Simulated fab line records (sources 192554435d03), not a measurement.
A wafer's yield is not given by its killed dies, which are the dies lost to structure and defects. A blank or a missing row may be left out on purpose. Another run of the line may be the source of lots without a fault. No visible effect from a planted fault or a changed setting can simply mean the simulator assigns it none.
Chamber matching | flow n5 finfet | N5_SDB_ETCH_18 on rie diel-06: 4 sister chambers
The step etches SOC in N2/H2, target depth 100 nm, overetch 20 nm, time 150 s. 8 wafers are shown with their chamber, then 7 later ones without.

EACH WAFER AND ITS CHAMBER
wafer  | chamber | showerhead plenum p Torr (Torr) | throttle valve pct (%)
L081.4 | 1       | 2.51                            | 17.74
L083.5 | 2       | 2.40                            | 18.28
L083.6 | 3       | 2.61                            | 17.90
L088.2 | 2       | 2.40                            | 18.32
L088.5 | 3       | 2.61                            | 17.93
L088.6 | 0       | 2.70                            | 17.42
L089.1 | 1       | 2.50                            | 17.79
L089.4 | 0       | 2.70                            | 17.43

WAFERS MISSING THEIR CHAMBER
wafer  | showerhead plenum p Torr (Torr) | throttle valve pct (%)
L089.6 | 2.60                            | 17.94
L092.4 | 2.60                            | 17.95
L092.5 | 2.70                            | 17.43
L092.6 | 2.50                            | 17.80
L093.1 | 2.70                            | 17.46
L093.2 | 2.50                            | 17.80
L093.6 | 2.60                            | 17.94

EACH ONE'S CHAMBER
wafer  | from the rows above | in truth
L089.6 | 3                   | 3
L092.4 | 3                   | 3
L092.5 | 0                   | 0
L092.6 | 1                   | 1
L093.1 | 0                   | 0
L093.2 | 1                   | 1
L093.6 | 3                   | 3
Placed correctly: 7 of 7. Not placeable from these rows: 0. 0 placed wrongly.
How it was worked out, from the rows above alone: a wafer's distance from a chamber is the root of the sum, over the readings, of the square of ((its reading less the chamber's mean) divided by the reading's scatter). If the next closest chamber is less than 2 further off than the closest, the wafer can't be placed; otherwise it belongs to the closest. Each chamber's mean is taken over the wafers shown for it. The scatter is the square root of a quotient: the sum, over the shown wafers, of each reading's squared deviation from its chamber's mean, divided by wafers minus chambers.
